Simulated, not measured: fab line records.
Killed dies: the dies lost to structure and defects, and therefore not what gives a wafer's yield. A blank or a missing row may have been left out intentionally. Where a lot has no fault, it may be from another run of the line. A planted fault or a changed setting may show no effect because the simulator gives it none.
Which tool did it? | flow n5Finfet | 11 lots with 30 wafers sampled at 5 steps, on a route of 1938 steps

WHAT EACH GAUGE READ, for each wafer
The record lacks any reading of a measuring or inspecting step that a usual standard deviation could be used to judge.

WHAT TOOL EACH LOT RAN ON (gives the tool, then ch and the chambers of the sampled wafers, and finally the start)
lot  | N5_BEOL_M9_ILD_DEP_00           | N5_BEOL_M9_ETCH_61                | N5_BEOL_M9_HM_OPEN_17            | N5_BEOL_M9_STRIP_19               | N5_PASSIVATION_PROBE_49
L246 | pecvd-04 ch 1, day 10 18:35     | rieDiel-06 ch 0,3, day 10 20:19   | rieMetal-03 ch 0, day 10 20:32   | rieDiel-05 ch 0,1,3, day 10 20:43 | -
L250 | pecvd-04 ch 0,1, day 12 03:12   | rieDiel-06 ch 0,1,3, day 12 05:08 | rieMetal-02 ch 0,1, day 12 05:22 | rieDiel-01 ch 0,1,3, day 12 05:29 | -
L254 | pecvd-04 ch 1, day 13 00:32     | rieDiel-06 ch 0,2, day 13 02:13   | rieMetal-03 ch 1, day 13 02:28   | rieDiel-01 ch 1,3, day 13 02:38   | prober-01, day 15 20:54
L258 | pecvd-02 ch 0,1, day 14 17:01   | rieDiel-05 ch 1,2, day 14 19:24   | rieMetal-03 ch 0,1, day 14 19:40 | rieDiel-05 ch 0,1, day 14 19:46   | prober-02, day 17 19:19
L260 | pecvd-04 ch 0,2, day 14 20:22   | rieDiel-05 ch 1,2,3, day 15 00:09 | rieMetal-02 ch 0,1, day 15 00:23 | rieDiel-01 ch 0,1,2, day 15 00:34 | -
L259 | pecvd-02 ch 0,1, day 15 11:49   | rieDiel-06 ch 2,3, day 15 14:25   | rieMetal-02 ch 0,1, day 15 14:40 | rieDiel-01 ch 1,3, day 15 14:47   | -
L264 | pecvd-02 ch 0, day 16 20:19     | rieDiel-01 ch 0,3, day 16 22:01   | rieMetal-02 ch 0, day 16 22:16   | rieDiel-06 ch 1,2, day 16 22:22   | -
L262 | pecvd-02 ch 0,1,2, day 17 01:09 | rieDiel-06 ch 1,2,3, day 17 04:35 | rieMetal-02 ch 0,1, day 17 04:49 | rieDiel-06 ch 0,1,2, day 17 04:57 | -
L263 | pecvd-04 ch 0,2, day 17 01:14   | rieDiel-06 ch 1,2,3, day 17 05:02 | rieMetal-02 ch 0,1, day 17 05:18 | rieDiel-01 ch 0,2,3, day 17 05:23 | -
L265 | pecvd-04 ch 0,2, day 17 17:39   | rieDiel-05 ch 1,2,3, day 17 20:23 | rieMetal-02 ch 0,1, day 17 20:37 | rieDiel-05 ch 0,2,3, day 17 20:44 | -
L267 | pecvd-04 ch 0,1, day 18 11:26   | rieDiel-05 ch 1,2, day 18 14:24   | rieMetal-02 ch 1, day 18 14:38   | rieDiel-06 ch 0,1,2, day 18 14:50 | -
- N5_BEOL_M9_ILD_DEP_00: deposits SiCOH lowk from DEMS/porogen, target thk 308.51 nm, time 58 s.
- N5_BEOL_M9_ETCH_61: etches SiARC in CF4, target depth 39 nm, time 65 s.
- N5_BEOL_M9_HM_OPEN_17: chemistry Cl2/BCl3, target TiN, target depth 20 nm, overetch 6 nm.
- N5_BEOL_M9_STRIP_19: strips in O2.
- N5_PASSIVATION_PROBE_49

WHAT THE TOOLS THEMSELVES READ (means of the sampled wafers that have a number; where no wafer has one, the mark that the record gives instead)
N5_BEOL_M9_ILD_DEP_00. Usual: heaterPowerW 310 W, standard deviation 64; showerheadPlenumPTorr 5.739 Torr, standard deviation 0.011; throttleValvePct 13.8 %, standard deviation 0.46.
lot  | tool     | heaterPowerW (W) | showerheadPlenumPTorr (Torr) | throttleValvePct (%) | flag
L246 | pecvd-04 | 244              | 5.741                        | 13.7                 | 
L250 | pecvd-04 | 270              | 5.736                        | 14.0                 | 
L254 | pecvd-04 | 216              | 5.734                        | 13.7                 | 
L258 | pecvd-02 | 310              | 5.740                        | 13.9                 | 
L260 | pecvd-04 | 364              | 5.737                        | 14.0                 | 
L259 | pecvd-02 | 303              | 5.739                        | 14.2                 | 
L264 | pecvd-02 | 310              | 5.743                        | 14.5                 | 
L262 | pecvd-02 | 281              | 5.752                        | 13.9                 | 
L263 | pecvd-04 | 355              | 5.738                        | 13.8                 | 
L265 | pecvd-04 | 380              | 5.734                        | 13.9                 | 
L267 | pecvd-04 | 335              | 5.729                        | 14.2                 | 

N5_BEOL_M9_ETCH_61. Usual: drypumpMotorCurrentA 5.6 A, standard deviation 0.36; etchRfOnTimeS 65.5 s, standard deviation 2.8; oesProductAu 0.67 a.u., standard deviation 0.071; rfVppV 183.9 V, standard deviation 1.2; showerheadPlenumPTorr 2.12 Torr, standard deviation 0.07; throttleValvePct 15.65 %, standard deviation 0.28.
lot  | tool       | drypumpMotorCurrentA (A) | etchRfOnTimeS (s) | oesProductAu (a.u.) | rfVppV (V) | showerheadPlenumPTorr (Torr) | throttleValvePct (%) | flag
L246 | rieDiel-06 | 5.6                      | 62.6              | 0.65                | 183.1      | 2.10                         | 15.48                | 
L250 | rieDiel-06 | 5.7                      | 56.9              | 0.74                | 183.5      | 2.08                         | 15.45                | OFF
L254 | rieDiel-06 | 5.6                      | 51.0              | 0.74                | 182.8      | 2.09                         | 15.79                | OFF
L258 | rieDiel-05 | 5.5                      | 65.2              | 0.70                | 183.2      | 2.12                         | 15.59                | 
L260 | rieDiel-05 | 5.4                      | 66.8              | 0.66                | 183.0      | 2.09                         | 15.80                | 
L259 | rieDiel-06 | 6.3                      | 63.3              | 0.61                | 183.3      | 2.03                         | 15.59                | 
L264 | rieDiel-01 | 5.3                      | 68.5              | 0.70                | 185.3      | 2.21                         | 15.47                | 
L262 | rieDiel-06 | 6.0                      | 63.9              | 0.64                | 183.2      | 2.05                         | 15.65                | 
L263 | rieDiel-06 | 6.0                      | 64.9              | 0.63                | 183.6      | 2.05                         | 15.65                | 
L265 | rieDiel-05 | 5.4                      | 66.5              | 0.64                | 184.3      | 2.09                         | 15.85                | 
L267 | rieDiel-05 | 5.5                      | 65.6              | 0.69                | 183.1      | 2.10                         | 15.58                | 

N5_BEOL_M9_HM_OPEN_17. Usual: drypumpMotorCurrentA 6.0 A, standard deviation 0.6; oes_ar_750_au 0.79 a.u., standard deviation 0.095; oesProductAu 0.68 a.u., standard deviation 0.083; throttleValvePct 22.18 %, standard deviation 0.24.
lot  | tool        | drypumpMotorCurrentA (A) | oes_ar_750_au (a.u.) | oesProductAu (a.u.) | throttleValvePct (%) | flag
L246 | rieMetal-03 | 5.7                      | 0.94                 | 0.76                | 21.86                | 
L250 | rieMetal-02 | 6.6                      | 0.74                 | 0.64                | 22.37                | 
L254 | rieMetal-03 | 5.3                      | 0.89                 | 0.78                | 21.82                | 
L258 | rieMetal-03 | 5.5                      | 0.86                 | 0.74                | 21.85                | 
L260 | rieMetal-02 | 6.5                      | 0.71                 | 0.60                | 22.39                | 
L259 | rieMetal-02 | 6.6                      | 0.72                 | 0.63                | 22.37                | 
L264 | rieMetal-02 | 6.4                      | 0.69                 | 0.58                | 22.41                | 
L262 | rieMetal-02 | 6.5                      | 0.70                 | 0.60                | 22.40                | 
L263 | rieMetal-02 | 6.6                      | 0.72                 | 0.62                | 22.38                | 
L265 | rieMetal-02 | 6.5                      | 0.70                 | 0.59                | 22.41                | 
L267 | rieMetal-02 | 6.7                      | 0.72                 | 0.63                | 22.38                | 

N5_BEOL_M9_STRIP_19. Usual: drypumpMotorCurrentA 5.5 A, standard deviation 0.31; oesProductAu 0.81 a.u., standard deviation 0.094; rfVppV 3.7 V, standard deviation 0.59; showerheadPlenumPTorr 2.09 Torr, standard deviation 0.079; throttleValvePct 16.7 %, standard deviation 0.3.
lot  | tool       | drypumpMotorCurrentA (A) | oesProductAu (a.u.) | rfVppV (V) | showerheadPlenumPTorr (Torr) | throttleValvePct (%) | flag
L246 | rieDiel-05 | 5.3                      | 0.80                | 4.2        | 2.10                         | 16.8                 | 
L250 | rieDiel-01 | 5.4                      | 0.92                | 4.0        | 2.17                         | 16.5                 | 
L254 | rieDiel-01 | 5.6                      | 0.88                | 3.3        | 2.18                         | 16.6                 | 
L258 | rieDiel-05 | 5.5                      | 0.80                | 4.3        | 2.13                         | 16.6                 | 
L260 | rieDiel-01 | 5.5                      | 0.84                | 3.5        | 2.11                         | 16.5                 | 
L259 | rieDiel-01 | 5.6                      | 0.88                | 3.2        | 2.16                         | 16.7                 | 
L264 | rieDiel-06 | 5.8                      | 0.76                | 2.6        | 1.99                         | 16.8                 | 
L262 | rieDiel-06 | 5.6                      | 0.75                | 3.8        | 2.01                         | 16.7                 | 
L263 | rieDiel-01 | 5.5                      | 0.79                | 4.1        | 2.14                         | 16.7                 | 
L265 | rieDiel-05 | 5.3                      | 0.81                | 3.3        | 2.08                         | 16.7                 | 
L267 | rieDiel-06 | 5.6                      | 0.74                | 3.4        | 2.01                         | 16.7                 | 

N5_PASSIVATION_PROBE_49. Usual: defectLimitedYield 91.2 %, standard deviation 1.5; killed_at_M0_to_M3 35, standard deviation 12; killed_at_M4_up 14, standard deviation 5.1; killedAtContacts 13, standard deviation 6; killedAtFrontEnd 38, standard deviation 12; killedAtOther 4, standard deviation 3.5; killedDies 104, standard deviation 18; killedOpen 68, standard deviation 13; killedShort 33, standard deviation 8.1; sort_bin_5_function 5.2 %, standard deviation 1; sort_bin_6_memory 3.2 %, standard deviation 0.69; sort_bin_8_speed 0.01 %, standard deviation 0.051; sortNPass 1076, standard deviation 18; sortYieldPct 91.2 %, standard deviation 1.5.
lot  | tool      | defectLimitedYield (%) | killed_at_M0_to_M3 | killed_at_M4_up | killedAtContacts | killedAtFrontEnd | killedAtOther | killedDies | killedOpen | killedShort | sort_bin_5_function (%) | sort_bin_6_memory (%) | sort_bin_8_speed (%) | sortNPass | sortYieldPct (%) | flag
L254 | prober-01 | 91.1                   | 36                 | 16              | 13               | 29               | 11            | 105        | 65         | 31          | 5.1                     | 2.7                   | 0.00                 | 1075      | 91.1             | 
L258 | prober-02 | 91.8                   | 56                 | 10              | 10               | 18               | 5             | 98         | 59         | 38          | 4.7                     | 3.2                   | 0.00                 | 1082      | 91.8             | 

THE ANSWER, worked out from the rows above alone
Rule: a lot counts as off when the mean over its wafers that have a number is more than 3 standard deviations away from the usual mean. Also off: a lot with no number at a reading for which 4 or more lots have one. Where the step has rows for the other lots, those lots are counted as sound. Order of review: gauges by route order, followed by the tools' own readings, for which a lot's mean as printed above is used. At the first step where some lot is off, the reading lying furthest off is the one used; lots without a number count as furthest.
Off, at N5_BEOL_M9_ETCH_61 on etchRfOnTimeS: L250, L254.
A tool fits if, at that step or a process step before it, it ran every lot that is off, and no sound lot after the first of them. No candidate that was tried fits.

WHAT HAD BEEN PUT IN BY THE SIMULATOR
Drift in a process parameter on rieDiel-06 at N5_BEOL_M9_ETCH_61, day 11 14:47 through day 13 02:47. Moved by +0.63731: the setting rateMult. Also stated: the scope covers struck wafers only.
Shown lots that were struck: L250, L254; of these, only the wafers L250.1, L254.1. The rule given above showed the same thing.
